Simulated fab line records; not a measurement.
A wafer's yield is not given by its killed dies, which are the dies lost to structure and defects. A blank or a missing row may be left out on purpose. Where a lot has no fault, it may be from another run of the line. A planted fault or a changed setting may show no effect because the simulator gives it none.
Problem report in the 8D (eight disciplines) form, filled by code / flow n5-finfet / the parts of the form that need people (team, actions taken, sign-off) are left out

== 1. WHAT WENT WRONG ==
Wafers without a fault read 5.19 s, standard deviation 0.092; etch-rf-on-time-s at N5_BEOL_M0_SAQP_ETCH_88 reads a mean of 3.94 s on 2 wafers belonging to 2 lots. Relative to the usual mean, that is a shift of -14 standard deviations.
The step: etches underlayer in N2/H2, target depth 6.5 nm, time 5.2 s.
Seen first at day 6 18:59 on rie-diel-06, wafer L597.5. The record holds 30 wafers of 10 lots with a number at this step. The rule behind "out" and "out of limits": a value lying over 4 standard deviations away from the usual mean. The other wafers with a number count as sound.

== 2. WHAT THIS IS AND IS NOT ==
question=which readings at this step | is=etch-rf-on-time-s | is not=bias-w, drypump-motor-current-A, rf-vpp-V, showerhead-plenum-p-Torr, throttle-valve-pct
question=which lots | is=L597, L600 | is not=L606, L610, L611, L612, L613, L614, L615, L616
question=which wafers of those lots | is=L597.5, L600.1 | is not=L597.2, L597.4, L600.2, L600.5
question=read on which tools | is=rie-diel-06 | is not=rie-diel-01, rie-diel-03
question=when | is=from day 6 18:59 | is not=up to then (2 sound wafers); but 26 sound wafers of L600, L606, L610, L611, L612, L613, L614, L615, L616 came after

== 3. SUSPECTS, AND WHAT RULES EACH OUT ==
Counting: any tool at a process step up to the reading remains a suspect provided it ran every lot that is out. Sound lots after the first of them don't rule it out here, since some wafers of a struck lot are sound.
- vapor-etch-02 at N5_BEOL_M0_SAQP_RECESS_104 (chemistry HF/NH3, target SiO2, target depth 18 nm, afs cycles 3, sublimation time 60 s): kept. It ran every lot that is out, first L597 (day 6 16:50).
- rie-diel-06 at N5_BEOL_M0_SAQP_ETCH_88 (etches underlayer in N2/H2, target depth 6.5 nm, time 5.2 s): kept. It ran every lot that is out, first L597 (day 6 18:59). Out on those wafers are its own readings of etch-rf-on-time-s.
- In rie-diel-06 at N5_BEOL_M0_SAQP_ETCH_88, the wafers that are out were processed in chamber 0 and their sound lot-mates in chambers 2, 3.
Remaining after the count are vapor-etch-02 at N5_BEOL_M0_SAQP_RECESS_104 and rie-diel-06 at N5_BEOL_M0_SAQP_ETCH_88.

== 4. THE CAUSE (what the simulator had put in) ==
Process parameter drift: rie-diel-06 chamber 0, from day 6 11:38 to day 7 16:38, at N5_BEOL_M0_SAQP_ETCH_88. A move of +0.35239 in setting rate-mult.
Counting left 2 suspects, and this tool is among them.

== 5. THE EFFECT CHAIN, in route order ==
Each row: a reading where the mean over the struck wafers with a number is more than 3 standard deviations away from the usual. Scope: only readings with a usual standard deviation given in the record; hours: median across lots of the time from each lot's start at the first step in this table that gives one to its start at this step; sigmas: change in usual standard deviations.
hours=0; step=N5_BEOL_M0_SAQP_ETCH_88; reading=etch-rf-on-time-s; usual=5.19 s; on struck wafers=3.94; change=-1.26; sigmas=-14
hours=0; step=N5_BEOL_M0_SAQP_ETCH_88; reading=oes-product-au; usual=0.66 a.u.; on struck wafers=0.92; change=+0.26; sigmas=+3.9
Here are the process steps it includes:
- N5_BEOL_M0_SAQP_ETCH_88: etches underlayer in N2/H2, target depth 6.5 nm, time 5.2 s.
Later measuring or inspecting steps at which every struck wafer that the step has a row for has a number for every such reading, and none has moved that far: N5_BEOL_M4_RC_MEAS_101.

== 6. HOW IT WOULD HAVE BEEN CAUGHT EARLIER ==
In this record no reading fell out of limits until day 6 18:59, 7 hours after the fault had begun at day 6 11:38.
